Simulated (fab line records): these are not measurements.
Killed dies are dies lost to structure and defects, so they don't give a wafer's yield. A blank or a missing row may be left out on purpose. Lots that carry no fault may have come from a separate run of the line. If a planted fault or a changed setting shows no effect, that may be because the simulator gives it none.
Which of the tools did it?	flow n5_finfet	9 lots with 27 wafers sampled at 5 steps, on a route of 1938 steps

WHAT THE GAUGES READ, wafer by wafer
N5_BEOL_M4_RC_MEAS_101. Usual: DIBL_N 36.4 mV/V, standard deviation 1.3; DIBL_P 36.5 mV/V, standard deviation 1.7; IOFF_N 0.154 nA/um, standard deviation 0.022; IOFF_P 0.202 nA/um, standard deviation 0.025; ION_N 671 uA/um, standard deviation 9.8; ION_P 460 uA/um, standard deviation 6.8; SS_N 71.6 mV/dec, standard deviation 0.54; SS_P 73.4 mV/dec, standard deviation 0.58; VT_N 250.9 mV, standard deviation 2.8; VT_P -251.4 mV, standard deviation 2.7.
lot	measured	on	DIBL_N (mV/V)	DIBL_P (mV/V)	IOFF_N (nA/um)	IOFF_P (nA/um)	ION_N (uA/um)	ION_P (uA/um)	SS_N (mV/dec)	SS_P (mV/dec)	VT_N (mV)	VT_P (mV)	flag
L196	day 8 07:36	prober-02	37.7 34.9 37.6	38.0 34.4 37.3	0.170 0.125 0.170	0.216 0.167 0.201	667 657 672	457 453 456	71.6 70.8 71.3	74.3 73.3 74.2	249.1 255.3 251.2	-252.6 -256.2 -253.2	
L197	day 8 14:12	prober-02	39.3 36.8 35.7	38.5 36.2 34.4	0.174 0.132 0.116	0.185 0.155 0.142	669 662 657	447 446 444	72.4 71.7 71.4	74.5 72.9 73.5	252.2 253.1 258.6	-256.8 -256.9 -256.9	
L207	day 10 14:43	prober-02	36.2 35.1 34.2	36.7 35.4 33.9	0.164 0.143 0.132	0.205 0.187 0.176	681 671 671	464 459 458	71.7 71.8 71.3	72.6 72.5 72.5	250.9 252.5 251.3	-250.8 -251.6 -253.4	
L208	day 11 21:34	prober-02	35.3 36.9 35.7	35.9 37.8 35.5	0.150 0.181 0.150	0.196 0.220 0.189	689 689 674	471 467 462	71.5 72.5 71.9	73.8 73.8 73.2	247.1 248.2 249.2	-252.5 -249.6 -251.8	
L213	day 12 18:36	prober-01	35.8 38.0 36.2	35.5 37.1 35.9	0.135 0.161 0.139	0.225 0.260 0.243	662 656 655	466 461 458	70.9 72.7 71.7	73.0 73.9 73.3	253.4 249.9 252.5	-250.0 -247.8 -245.9	
L216	day 13 22:59	prober-01	34.7 35.0 35.2	34.7 35.3 36.0	0.130 0.134 0.145	0.191 0.199 0.215	662 679 672	459 466 464	71.6 70.6 71.2	72.5 72.7 72.4	253.3 251.0 250.8	-251.2 -248.1 -249.1	

TOOL THAT RAN EACH LOT (tool first, then ch and the chambers of the sampled wafers, then the start)
lot	N5_DUMMY_GATE_TRIM_49	N5_DUMMY_GATE_HM_OPEN_21	N5_DUMMY_GATE_ETCH_32	N5_DUMMY_GATE_ETCH_23
L196	rie_si-02 ch 1,2,3, day 3 10:41	rie_diel-01 ch 0,2, day 3 11:04	rie_si-06 ch 0,1,3, day 3 11:13	rie_si-06 ch 0,1,3, day 3 11:15
L197	rie_si-06 ch 0,1,2, day 3 17:53	rie_diel-03 ch 0,1,3, day 3 18:10	rie_si-02 ch 0,1, day 3 18:20	rie_si-02 ch 0,1, day 3 18:22
L204	rie_si-04 ch 2,3, day 5 09:42	rie_diel-01 ch 1,2,3, day 5 09:59	rie_si-02 ch 2,3, day 5 10:09	rie_si-02 ch 2,3, day 5 10:11
L203	rie_si-04 ch 0,1, day 5 10:25	rie_diel-03 ch 0,1,2, day 5 10:41	rie_si-02 ch 0,2,3, day 5 10:51	rie_si-02 ch 0,2,3, day 5 10:53
L205	rie_si-04 ch 0,1,3, day 5 20:31	rie_diel-01 ch 1,2,3, day 5 20:49	rie_si-06 ch 0,3, day 5 20:58	rie_si-06 ch 0,3, day 5 21:00
L207	rie_si-02 ch 0,1,3, day 6 04:56	rie_diel-03 ch 0,1,3, day 6 05:13	rie_si-06 ch 0,1,2, day 6 05:23	rie_si-06 ch 0,1,2, day 6 05:25
L208	rie_si-02 ch 2,3, day 6 12:58	rie_diel-01 ch 0,1,3, day 6 13:14	rie_si-04 ch 0,3, day 6 13:24	rie_si-04 ch 0,3, day 6 13:26
L213	rie_si-02 ch 0,2,3, day 7 19:24	rie_diel-04 ch 1,3, day 7 19:46	rie_si-04 ch 0,1,3, day 7 19:55	rie_si-04 ch 0,1,3, day 7 19:57
L216	rie_si-04 ch 1,2, day 8 19:26	rie_diel-01 ch 2,3, day 8 19:43	rie_si-06 ch 2,3, day 8 19:52	rie_si-06 ch 2,3, day 8 19:55
- N5_DUMMY_GATE_TRIM_49: chemistry O2, time 29 s, target cd 14 nm.
- N5_DUMMY_GATE_HM_OPEN_21: chemistry CH3F/O2, target SiNx, target depth 120 nm, time 171.4 s.
- N5_DUMMY_GATE_ETCH_32: etches SiO2 in CF4, target depth 3.5 nm, time 3.9 s.
- N5_DUMMY_GATE_ETCH_23: etches poly-Si in HBr/Cl2/O2, target depth 41 nm, time 22.3 s.

AS READ BY THE TOOLS THEMSELVES (means over the sampled wafers that have a number; for cases with no such wafer, the mark the record gives instead)
N5_DUMMY_GATE_TRIM_49. Usual: chamber_pressure_mTorr 59.99 mTorr, standard deviation 0.058; drypump_motor_current_A 5.6 A, standard deviation 0.38; oes_product_au 0.997 a.u., standard deviation 0.0093; throttle_valve_pct 8.21 %, standard deviation 0.19.
lot	tool	chamber_pressure_mTorr (mTorr)	drypump_motor_current_A (A)	oes_product_au (a.u.)	throttle_valve_pct (%)	flag
L196	rie_si-02	60.05	5.6	1.001	8.10	
L197	rie_si-06	60.07	5.7	1.001	8.14	
L204	rie_si-04	60.03	5.6	0.998	8.25	
L203	rie_si-04	60.02	5.4	0.991	8.42	
L205	rie_si-04	60.01	5.4	0.990	8.34	
L207	rie_si-02	59.95	5.9	1.006	8.00	
L208	rie_si-02	59.97	5.8	1.018	8.00	
L213	rie_si-02	59.97	5.9	0.999	8.06	
L216	rie_si-04	59.96	5.2	0.996	8.17	

N5_DUMMY_GATE_HM_OPEN_21. Usual: CH3F_flow_sccm 30.00 sccm, standard deviation 0.08; O2_flow_sccm 23.01 sccm, standard deviation 0.061; chamber_pressure_mTorr 30.003 mTorr, standard deviation 0.026; drypump_motor_current_A 5.6 A, standard deviation 0.42; oes_product_au 0.82 a.u., standard deviation 0.095; rf_vpp_V 300 V, standard deviation 3.1; showerhead_plenum_p_Torr 2.05 Torr, standard deviation 0.075; throttle_valve_pct 16.46 %, standard deviation 0.25.
lot	tool	CH3F_flow_sccm (sccm)	O2_flow_sccm (sccm)	chamber_pressure_mTorr (mTorr)	drypump_motor_current_A (A)	oes_product_au (a.u.)	rf_vpp_V (V)	showerhead_plenum_p_Torr (Torr)	throttle_valve_pct (%)	flag
L196	rie_diel-01	29.96	23.01	30.008	5.2	0.87	300	2.10	16.44	
L197	rie_diel-03	30.01	22.94	30.010	5.3	0.86	297	1.99	16.51	
L204	rie_diel-01	-	-	-	-	-	-	-	-	OFF
L203	rie_diel-03	-	-	-	-	-	-	-	-	OFF
L205	rie_diel-01	-	-	-	-	-	-	-	-	OFF
L207	rie_diel-03	29.94	23.06	30.018	5.3	0.84	297	1.98	16.53	
L208	rie_diel-01	29.95	23.03	30.015	5.5	0.90	301	2.12	16.22	
L213	rie_diel-04	29.94	23.08	29.989	6.0	0.79	299	1.95	16.27	
L216	rie_diel-01	30.04	23.00	30.000	5.5	0.74	300	2.02	16.59	

N5_DUMMY_GATE_ETCH_32. Usual: chamber_pressure_mTorr 10.000 mTorr, standard deviation 0.0094; drypump_motor_current_A 5.7 A, standard deviation 0.31; oes_product_au 1.001 a.u., standard deviation 0.015; throttle_valve_pct 21.77 %, standard deviation 0.25.
lot	tool	chamber_pressure_mTorr (mTorr)	drypump_motor_current_A (A)	oes_product_au (a.u.)	throttle_valve_pct (%)	flag
L196	rie_si-06	10.008	5.7	0.990	21.78	
L197	rie_si-02	10.009	6.0	1.006	21.62	
L204	rie_si-02	10.013	5.8	1.002	21.50	
L203	rie_si-02	10.002	5.9	1.004	21.61	
L205	rie_si-06	10.001	5.6	0.987	21.93	
L207	rie_si-06	9.999	5.7	1.010	21.79	
L208	rie_si-04	9.992	5.7	0.992	21.98	
L213	rie_si-04	9.995	5.4	0.989	21.94	
L216	rie_si-06	9.995	5.5	1.009	22.02	

N5_DUMMY_GATE_ETCH_23. Usual: chamber_pressure_mTorr 10.001 mTorr, standard deviation 0.0092; drypump_motor_current_A 5.7 A, standard deviation 0.32; mfc_cl2_sccm 80.02 sccm, standard deviation 0.23; oes_product_au 1.003 a.u., standard deviation 0.015; throttle_valve_pct 37.24 %, standard deviation 0.28.
lot	tool	chamber_pressure_mTorr (mTorr)	drypump_motor_current_A (A)	mfc_cl2_sccm (sccm)	oes_product_au (a.u.)	throttle_valve_pct (%)	flag
L196	rie_si-06	9.993	5.7	79.99	0.996	37.18	
L197	rie_si-02	10.005	6.1	80.06	1.006	37.01	
L204	rie_si-02	10.005	5.8	80.24	1.006	37.12	
L203	rie_si-02	10.001	5.9	79.97	0.997	37.15	
L205	rie_si-06	10.002	5.6	80.08	0.997	37.38	
L207	rie_si-06	9.998	5.7	79.85	1.015	37.21	
L208	rie_si-04	10.005	5.7	79.81	0.992	37.39	
L213	rie_si-04	9.994	5.4	80.10	0.982	37.40	
L216	rie_si-06	10.001	5.5	79.97	1.012	37.56	

THE ANSWER, worked out from the rows above alone
Rule: a lot is off if the mean of its wafers that have a number lies more than 3 standard deviations from the usual mean. Also off: a lot with no number at a reading for which 4 or more lots have one. Where the step has rows for the other lots, those lots are counted as sound. After the gauges, taken in route order, come the tools' own readings; for these a lot's mean is taken, as printed above. The first step at which some lot is off is used, and at that step the reading that is off furthest; a lot without a number counts as furthest.
Off: L204, L203, L205, at N5_DUMMY_GATE_HM_OPEN_21 (CH3F_flow_sccm). Without a number there: L204, L203, L205.
A tool fits if, at that step or a process step before it, it ran every lot that is off, and no sound lot after the first of them. Of those tried, none fits.

WHAT THE SIMULATOR HAD INSERTED
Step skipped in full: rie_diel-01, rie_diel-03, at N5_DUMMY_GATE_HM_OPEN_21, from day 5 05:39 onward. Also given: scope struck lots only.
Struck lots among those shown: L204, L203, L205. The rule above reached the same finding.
